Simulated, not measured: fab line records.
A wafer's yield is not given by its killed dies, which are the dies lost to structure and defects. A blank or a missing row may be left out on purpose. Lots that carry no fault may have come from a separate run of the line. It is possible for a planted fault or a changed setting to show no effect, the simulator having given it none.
A single fault, viewed from 2 desks	flow nandHarc	numbers are kept per desk, each desk with only its own; the story behind them comes last

== AT THE METROLOGY DESK ==
What the gauges read for every lot (on any tool): the sampled wafers with a number, averaged. Any lot whose mean is over 4 standard deviations away from the usual mean is out of limits and marked OUT; that distance is given in the brackets.
Columns: A = cdNm at NHARC_A_BLC_CD_MEAS_19, usual 99 nm; B = cdNm at NHARC_A_M0_CD_MEAS_09, usual 80.2 nm; C = overlayXNm at NHARC_A_M0_OVL_MEAS_10, usual 0.3 nm; D = overlayYNm at NHARC_A_M0_OVL_MEAS_10, usual -0.3 nm; E = cdNm at NHARC_A_M0_CD_MEAS_16, usual 80.2 nm
lot	first seen here	A	B	C	D	E
L984	day 23 22:48	102	81.3	1.6	2.0	81.7
L985	day 24 23:40	99	80.0	0.7	-1.3	79.5
L989	day 25 05:58	100	80.3	0.5	-1.2	81.0
L992	day 26 21:41	100	80.1	0.2	-1.5	80.1
L996	day 28 09:50	96	79.6	-1.1	-1.0	79.9
L995	day 28 11:35	99	79.5	0.8	-0.5	79.5
L997	day 28 17:02	100	79.5	0.3	-0.5	79.2
L999	day 28 22:34	100	80.1	0.6	2.3	80.6
L998	day 29 00:13	102	61.5 (-21) OUT	1.3	-0.5	60.7 (-16) OUT
L101	day 30 10:01	100	80.5	1.1	-1.3	79.8
L100	day 30 19:04	100	65.9 (-16) OUT	1.2	-0.6	65.5 (-12) OUT
This desk's verdict: out of limits on L100, L998, starting with L998 at day 29 03:05 (cdNm at NHARC_A_M0_CD_MEAS_09). In limits: L984, L985, L989, L992, L996, L995, L997, L999, L101.

== FOR THE TOOL OWNER'S DESK: arfiScanner-03 ==
The tool's own readings at NHARC_A_M0_EXPOSE_06 (exposes mask A M0, target cd 80 nm): means of the sampled wafers that have a number, for each lot that ran on this tool. Any lot whose mean is over 4 standard deviations away from the usual mean is out of limits and marked OUT; that distance is given in the brackets.
Columns: A = exposureDoseMJCm2 at NHARC_A_M0_EXPOSE_06, usual 83.26
lot	first seen here	A
L984	day 24 01:29	83.31
L992	day 27 00:30	83.27
L996	day 28 12:37	83.27
L997	day 28 19:47	83.35
L998	day 29 02:57	62.63 (-99 or more) OUT
L100	day 30 22:14	66.94 (-99 or more) OUT
This desk's verdict: out of limits on L100, L998, starting with L998 at day 29 02:57 (exposureDoseMJCm2 at NHARC_A_M0_EXPOSE_06). In limits: L984, L992, L996, L997.

== TAKEN TOGETHER ==
At day 29 02:57, on L100, L998, the tool owner's desk was in a position to raise an alarm.
The metrology desk could have raised an alarm at day 29 03:05, on L100, L998.
Every lot named ran NHARC_A_M0_EXPOSE_06 on arfiScanner-03.

== WHAT THE SIMULATOR PUT IN ==
Drift in process parameters on arfiScanner-03 at NHARC_A_M0_EXPOSE_06, starting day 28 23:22. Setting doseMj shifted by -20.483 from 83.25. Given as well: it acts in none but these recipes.
Lots struck among those shown: L100, L998.
Delay (hours) between the fault's onset and each desk's first out-of-limits reading: 4 at the tool owner's desk, 4 at the metrology desk.
